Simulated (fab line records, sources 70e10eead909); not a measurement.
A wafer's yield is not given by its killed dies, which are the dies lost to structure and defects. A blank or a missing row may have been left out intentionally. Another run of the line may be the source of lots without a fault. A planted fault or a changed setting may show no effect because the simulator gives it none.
fab line records    flow nand_harc
record lots=6  wafers=16  last_day=27
route steps=1159 shown P_STI@76
lots untouched by any fault: they come from a run of this same line in which no faults occurred
start_h: hours from the record's first day to the start of the lot's first wafer shown    wait_h: how many hours have passed since the lot's step before this one    " as in the row above    L1.1+2: several wafers, shown together as one row    - either no value or no given start    * or withheld: withheld    < > ~ a bound
route shown NAME@n: names a module that has steps shown in the file, with the first one's number in the route    usual: mean/standard deviation of fault-free wafers    same: alike in all rows    chamber/n: place in a boat    sites: readings site by site    _std_site: standard deviation of those values    _edge_site: the outer-site mean with the inner-site mean subtracted    radius_mm: how far each site lies from the wafer's centre    mask NAME#n: copy n    behind: the tool/chamber that last shaped the wafer    hold: why the lot was held/for how many hours/how that ended    device: transistor that didn't switch, given as n, p or np    end of line: tests run on the same wafers once the route is complete    where a step has no rows: the recipe by itself    killed: dies lost to structure and defects at the first sort, not the wafer's yield    map: per-die view of a wafer (x killed, . not killed, _ where there is no die)
set.NAME: the setting the step ran with; set.NAME@STEP: the setting that earlier step ran with    model.NAME: the simulator's own value behind a step, which no gauge read
a table for each step, a row for each wafer; lots at some steps of the route
services: the hour from which a tool's chamber was out of use, counted from the record's first day as start_h (under 0 if before that day), plus the number of hours and why
## steps
# step NHARC_P_STI_COAT_41
# recipe temp_c=200  time_s=65
# step NHARC_P_STI_COAT_03
# recipe spin_rpm=2000  resist_thk_nm=600
# step NHARC_P_STI_SOFTBAKE_04
# recipe temp_c=125  time_s=70
# step NHARC_P_STI_EBR_05
# step NHARC_P_STI_EXPOSE_06
# recipe na=0.55  target_cd_nm=200  dose_mj=37.69  mask_id=P_STI
# step NHARC_P_STI_PEB_07
# recipe peb_temp_c=128  peb_time_s=80
# step NHARC_P_STI_DEVELOP_08
# recipe time_s=50  dev_temp_c=22
# step NHARC_P_STI_CD_MEAS_09
# recipe target_cd_nm=200  landing_energy_ev=500
# usual cd_nm=200.3/1.7
# same landing_energy_ev=500
lot.wafer  tool       chamber  start_h  wait_h  cd_nm
L292.1     cd_sem-03  0        44.94    -       201.4
L292.4     "          0        "        "       203.5
L292.5     "          0        "        "       199.7
L295.2     cd_sem-01  0        59.95    -       200.4
L295.6     "          0        "        "       200.2
L299.1     cd_sem-03  0        83.45    -       201.4
L299.5     "          0        "        "       200.6
L305.1     cd_sem-03  0        119.49   -       200.2
L305.3     "          0        "        "       199.0
L305.4     "          0        "        "       198.3
L313.1     cd_sem-01  0        169.23   -       198.6
L313.3     "          0        "        "       197.6
L313.4     "          0        "        "       199.7
L314.1     cd_sem-02  0        175.34   -       198.1
L314.2     "          0        "        "       198.8
L314.5     "          0        "        "       197.8
# step NHARC_P_STI_OVL_MEAS_10
# usual overlay_x_nm=-1/5  overlay_y_nm=-1/6.6
lot.wafer  tool        chamber  start_h  wait_h  overlay_x_nm  overlay_y_nm
L292.1     overlay-02  -        45.03    -       -9            6
L292.4     "           -        "        "       -10           6
L292.5     "           -        "        "       -10           6
L295.2     overlay-01  -        60.04    -       -3            3
L295.6     "           -        "        "       -2            3
L299.1     overlay-02  -        83.54    -       10            -2
L299.5     "           -        "        "       10            -3
L305.1     overlay-01  -        119.57   -       -2            3
L305.3     "           -        "        "       -3            3
L305.4     "           -        "        "       -3            3
L313.1     overlay-02  -        169.32   -       0             6
L313.3     "           -        "        "       -1            7
L313.4     "           -        "        "       0             6
L314.1     overlay-01  -        175.44   -       -9            6
L314.2     "           -        "        "       -10           7
L314.5     "           -        "        "       -9            7
# step NHARC_P_STI_INSPECT_11
# usual raw_defect_count=4.8/2.7
lot.wafer  tool               chamber  start_h  wait_h  raw_defect_count
L292.1     defect_inspect-01  -        45.06    0.0     2
L292.4     "                  -        "        "       1
L292.5     "                  -        "        "       8
L295.2     defect_inspect-01  -        60.08    0.0     4
L295.6     "                  -        "        "       5
L299.1     defect_inspect-02  -        83.57    0.0     5
L299.5     "                  -        "        "       6
L305.1     defect_inspect-02  -        119.61   0.0     6
L305.3     "                  -        "        "       5
L305.4     "                  -        "        "       3
L313.1     defect_inspect-01  -        169.35   0.0     3
L313.3     "                  -        "        "       3
L313.4     "                  -        "        "       0
L314.1     defect_inspect-01  -        175.48   0.0     9
L314.2     "                  -        "        "       5
L314.5     "                  -        "        "       5
# step NHARC_P_STI_HARDBAKE_13
# recipe temp_c=118  time_s=65
# step NHARC_P_STI_DESCUM_14
# recipe time_s=3  o2_flow_sccm=200  ar_flow_sccm=0  bias_power_w=0  chemistry=O2
# usual drypump_motor_current_A=5.48/0.27  oes_product_au=1.001/0.0072  rf_vpp_V=58.0/0.87  showerhead_plenum_p_Torr=1.94/0.082  throttle_valve_pct=11.311/0.0083
lot.wafer  tool         chamber  start_h  wait_h  drypump_motor_current_A  oes_product_au  rf_hours_counter_h  rf_vpp_V  showerhead_plenum_p_Torr  throttle_valve_pct
L292.4     rie_diel-07  3        45.20    -       5.40                     0.997           2.8                 57.4      2.07                      11.311
L292.1     "            2        "        "       5.62                     0.998           3.2                 56.7      1.99                      11.314
L292.5     "            0        "        "       5.20                     0.979           -                   60.1      2.05                      11.329
L295.2     rie_diel-12  3        60.22    -       5.10                     1.003           1.4                 58.0      1.88                      11.303
L295.6     "            3        "        "       5.08                     0.999           -                   58.4      1.88                      11.327
L299.1     rie_diel-12  3        83.73    -       5.09                     0.998           2.6                 58.3      1.88                      11.318
L299.5     "            1        "        "       5.69                     1.002           -                   57.8      1.81                      11.309
L305.3     rie_diel-07  0        119.75   -       5.21                     1.006           1.7                 57.4      2.04                      11.323
L305.4     "            1        "        "       6.06                     0.995           1.6                 58.0      2.02                      11.309
L305.1     "            2        "        "       5.63                     1.011           1.5                 58.0      1.99                      11.303
L313.1     rie_diel-07  0        169.50   -       5.23                     1.009           2.8                 58.3      2.04                      11.305
L313.3     "            1        "        "       6.06                     1.007           2.8                 57.6      2.02                      11.299
L313.4     "            2        "        "       5.62                     1.004           2.6                 57.9      1.99                      11.312
L314.1     rie_diel-12  3        175.61   -       5.09                     1.010           8.0                 55.7      1.87                      11.324
L314.2     "            2        "        "       5.37                     1.004           8.1                 58.1      2.03                      11.298
L314.5     "            3        "        "       5.09                     1.011           -                   58.1      1.87                      11.301
# step NHARC_P_STI_ETCH_42
# recipe target_depth_a=800  overetch_a=240  time_s=61  ion_energy_ev=200  n2_flow_sccm=150  h2_flow_sccm=150  ar_flow_sccm=0  rf_w=400  bias_w=150  chemistry=N2/H2
# usual drypump_motor_current_A=5.53/0.27  oes_product_au=0.999/0.0068  rf_vpp_V=431.4/2.6  run_length_s=82.2/0.4  showerhead_plenum_p_Torr=2.07/0.091  throttle_valve_pct=14.171/0.0099
lot.wafer  tool         chamber  start_h  wait_h  drypump_motor_current_A  oes_product_au  rf_hours_counter_h  rf_vpp_V  run_length_s  showerhead_plenum_p_Torr  throttle_valve_pct
L292.4     rie_diel-07  1        45.29    0.1     6.03                     0.993           3.5                 433.1     82.4          2.15                      14.162
L292.1     "            3        "        "       5.42                     0.996           2.8                 435.1     81.9          2.21                      14.171
L292.5     "            1        "        "       6.06                     0.997           -                   433.4     82.7          2.15                      14.180
L295.2     rie_diel-12  1        60.31    0.1     5.70                     0.998           1.2                 428.7     82.6          1.93                      14.169
L295.6     "            2        "        "       5.39                     0.997           -                   434.9     67.2          2.17                      14.160
L299.1     rie_diel-12  1        83.82    0.1     5.68                     0.994           2.2                 427.4     82.6          1.93                      14.162
L299.5     "            0        "        "       5.33                     1.003           -                   430.5     66.9          2.08                      14.156
L305.1     rie_diel-07  2        119.83   0.1     5.61                     1.002           1.5                 433.1     82.6          2.12                      14.171
L305.3     "            3        "        "       5.42                     1.010           1.3                 436.5     82.2          2.21                      14.168
L305.4     "            0        "        "       5.21                     1.004           1.7                 434.2     82.6          2.18                      14.159
L313.1     rie_diel-07  2        169.57   0.1     5.62                     1.003           2.6                 432.3     82.0          2.12                      14.153
L313.4     "            0        "        "       5.23                     0.996           2.8                 435.0     82.1          2.18                      14.154
L313.3     "            1        "        "       6.05                     0.992           2.8                 433.0     82.4          2.15                      14.163
L314.2     rie_diel-12  2        175.70   0.1     5.38                     0.991           8.1                 433.5     82.0          2.16                      14.164
L314.1     "            0        "        "       5.35                     1.004           8.9                 431.6     81.7          2.07                      14.173
L314.5     "            1        "        "       5.69                     0.996           -                   427.7     82.7          1.93                      14.178
# step NHARC_P_STI_ETCH_31
# recipe target_depth_a=1089  time_s=54.5  cf4_flow_sccm=100  chf3_flow_sccm=30  ar_flow_sccm=0  rf_w=500  bias_w=200  chemistry=CF4/CHF3
# usual drypump_motor_current_A=5.50/0.27  oes_product_au=0.960/0.019  rf_vpp_V=371.3/2.2  run_length_s=75.7/0.4  showerhead_plenum_p_Torr=1.60/0.061  throttle_valve_pct=16.801/0.0094
lot.wafer  tool         chamber  start_h  wait_h  drypump_motor_current_A  oes_product_au  rf_hours_counter_h  rf_vpp_V  run_length_s  showerhead_plenum_p_Torr  throttle_valve_pct
L292.1     rie_diel-07  3        -        -       5.43                     0.956           2.8                 374.7     75.5          1.70                      16.795
L292.4     "            0        "        "       5.21                     0.944           3.3                 373.4     75.6          1.68                      16.818
L292.5     "            1        "        "       6.03                     0.986           -                   372.4     76.0          1.65                      16.801
L295.2     rie_diel-12  1        -        -       5.70                     0.926           1.2                 366.6     75.8          1.50                      16.811
L295.6     "            2        "        "       5.41                     0.925           -                   372.6     75.4          1.66                      16.800
L299.1     rie_diel-12  0        -        -       5.33                     0.914           2.1                 371.1     75.6          1.60                      16.808
L299.5     "            0        "        "       5.31                     0.920           -                   372.1     75.4          1.60                      16.783
L305.3     rie_diel-07  2        -        -       5.64                     0.981           1.5                 374.1     75.4          1.63                      16.795
L305.1     "            3        "        "       5.37                     0.960           1.3                 374.8     75.6          1.69                      16.804
L305.4     "            0        "        "       5.21                     0.965           1.7                 375.1     75.6          1.67                      16.783
L313.1     rie_diel-07  3        -        -       5.42                     0.963           2.3                 374.5     76.3          1.69                      16.798
L313.4     "            0        "        "       5.22                     0.952           2.8                 375.2     76.0          1.67                      16.802
L313.3     "            1        "        "       6.02                     0.957           2.8                 374.2     76.4          1.65                      16.810
L314.2     rie_diel-12  0        -        -       5.35                     0.960           8.9                 370.6     75.5          1.60                      16.798
L314.1     "            2        "        "       5.38                     0.977           8.1                 373.2     75.2          1.66                      16.789
L314.5     "            3        "        "       5.06                     0.960           -                   369.6     76.1          1.54                      16.785
## services
tool         chamber  start_h  hours  kind
rie_diel-12  -        25.40    9.0    pm
rie_diel-07  0        30.20    -      clean
rie_diel-07  1        30.20    -      clean
rie_diel-07  2        30.20    -      clean
rie_diel-07  3        30.20    -      clean
rie_diel-07  -        51.20    9.0    pm
rie_diel-07  0        51.20    9.0    vent_cycle
rie_diel-07  1        51.20    9.0    vent_cycle
rie_diel-07  2        51.20    9.0    vent_cycle
rie_diel-07  3        51.20    9.0    vent_cycle
rie_diel-07  0        60.20    -      clean
rie_diel-07  1        60.20    -      clean
rie_diel-07  2        60.20    -      clean
rie_diel-07  3        60.20    -      clean
rie_diel-12  2        79.52    9.7    repair
rie_diel-07  0        84.70    -      clean
rie_diel-07  1        84.70    -      clean
rie_diel-07  2        84.70    -      clean
rie_diel-07  3        84.70    -      clean
rie_diel-07  3        91.27    1.9    repair
rie_diel-12  3        95.51    6.7    repair
rie_diel-12  2        99.21    3.8    repair
rie_diel-07  0        109.20   -      clean
rie_diel-07  1        109.20   -      clean
## key
first_sign step=NHARC_P_STI_ETCH_42  reading=run_length_s  direction=down  sigmas=38  usual=*  struck=*
effect none on later readings
met_at NHARC_P_STI_ETCH_42
struck_wafers L295.6,L299.5
tester_left_out L295,L299
fault kind=process_parameter_drift  tool=rie_diel-12  chamber=-  onset_h=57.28  steps=NHARC_P_STI_ETCH_42  channel=time_s  offset=*  shape=step  end_h=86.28  scope=struck_wafers_only  acts_in=*  stated=*
# tester_left_out: of these lots the tester's yield and bins aren't shown, on N5 and GAA mostly nor the transistor test; their killed dies are dies lost to structure and defects alone, not to doping, threshold or leakage, so they don't give the yield
